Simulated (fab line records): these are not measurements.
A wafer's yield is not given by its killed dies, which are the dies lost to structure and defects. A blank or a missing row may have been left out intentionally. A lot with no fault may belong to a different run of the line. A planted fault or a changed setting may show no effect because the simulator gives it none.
Matching of chambers -- flow n5-finfet -- pecvd-01 running N5_BEOL_M9_PECVD_70: 3 sister chambers
The step deposits SiO2 from TEOS/O2, target thk 20 nm, time 22.7 s. 6 wafers are shown with their chamber, then 8 later ones without.

EACH WAFER AND ITS CHAMBER
wafer,chamber,throttle-valve-pct (%),showerhead-plenum-p-Torr (Torr)
L076.4,0,23.5,8.74
L086.3,2,20.8,8.74
L084.1,1,22.1,8.87
L084.5,2,20.5,8.77
L084.6,1,22.3,8.88
L087.2,0,23.3,8.75

WAFERS WHOSE CHAMBER IS MISSING
wafer,throttle-valve-pct (%),showerhead-plenum-p-Torr (Torr)
L087.3,22.1,8.87
L087.5,20.3,8.77
L088.2,22.3,8.87
L088.3,20.7,8.76
L088.5,23.9,8.73
L094.2,20.8,8.76
L094.5,23.6,8.76
L094.6,22.4,8.87

WHICH CHAMBER EACH ONE RAN IN
wafer,from the rows above,in truth
L087.3,1,1
L087.5,2,2
L088.2,1,1
L088.3,2,2
L088.5,0,0
L094.2,2,2
L094.5,0,0
L094.6,1,1
Correct placement for 8 of the 8. From these rows, 0 cannot be placed. Placed wrongly: 0.
How it was worked out, from the rows above alone: a wafer's distance from a chamber is the root of the sum, over the readings, of the square of ((its reading less the chamber's mean) divided by the reading's scatter). If the next closest chamber is less than 2 further off than the closest, the wafer can't be placed; otherwise it belongs to the closest. Each chamber's mean is taken over the wafers shown for it. The scatter: the root of (the sum of the squares of (reading less its chamber's mean) over the shown wafers, divided by (wafers less chambers)).
